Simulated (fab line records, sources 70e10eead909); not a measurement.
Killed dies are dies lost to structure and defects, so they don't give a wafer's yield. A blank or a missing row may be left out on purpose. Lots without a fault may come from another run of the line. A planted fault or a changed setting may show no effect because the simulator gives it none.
Chamber matching | flow nand_harc | NHARC_A_M0_PRE_CLEAN_31 on pecvd-02: 3 sister chambers
The step time 12 s. 3 wafers are shown with their chamber, then 8 later ones without.

WAFERS WITH THEIR CHAMBER
wafer  | chamber | heater_power_w (W)
L078.4 | 1       | 593
L083.5 | 0       | 698
L087.2 | 2       | 711

WAFERS WITHOUT THEIR CHAMBER
wafer  | heater_power_w (W)
L087.3 | 516
L087.4 | 722
L091.2 | 555
L091.3 | 630
L091.4 | 618
L094.2 | 731
L094.4 | 629
L094.5 | 575

WHICH CHAMBER EACH WENT THROUGH
wafer  | from the rows above          | in truth
L087.3 | 1                            | 1
L087.4 | can't be placed: 2 or 0      | 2
L091.2 | 1                            | 1
L091.3 | can't be placed: 1 or 0 or 2 | 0
L091.4 | can't be placed: 1 or 0 or 2 | 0
L094.2 | can't be placed: 2 or 0      | 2
L094.4 | can't be placed: 1 or 0 or 2 | 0
L094.5 | 1                            | 1
Placed correctly: 3 of 8. Can't be placed from these rows: 5 (the true chamber is among the candidates in 5). Placed wrongly: 0.
How it was worked out, from the rows above alone: a wafer's distance from a chamber is the root of the sum, over the readings, of the square of ((its reading less the chamber's mean) divided by the reading's scatter). The wafer belongs to the nearest chamber; if the next one is less than 2 further off, it can't be placed. A chamber's mean is the mean of its shown wafers. The scatter: with one shown wafer a chamber, the root of the mean of the squares of how far each hidden wafer lies from its nearest shown one.
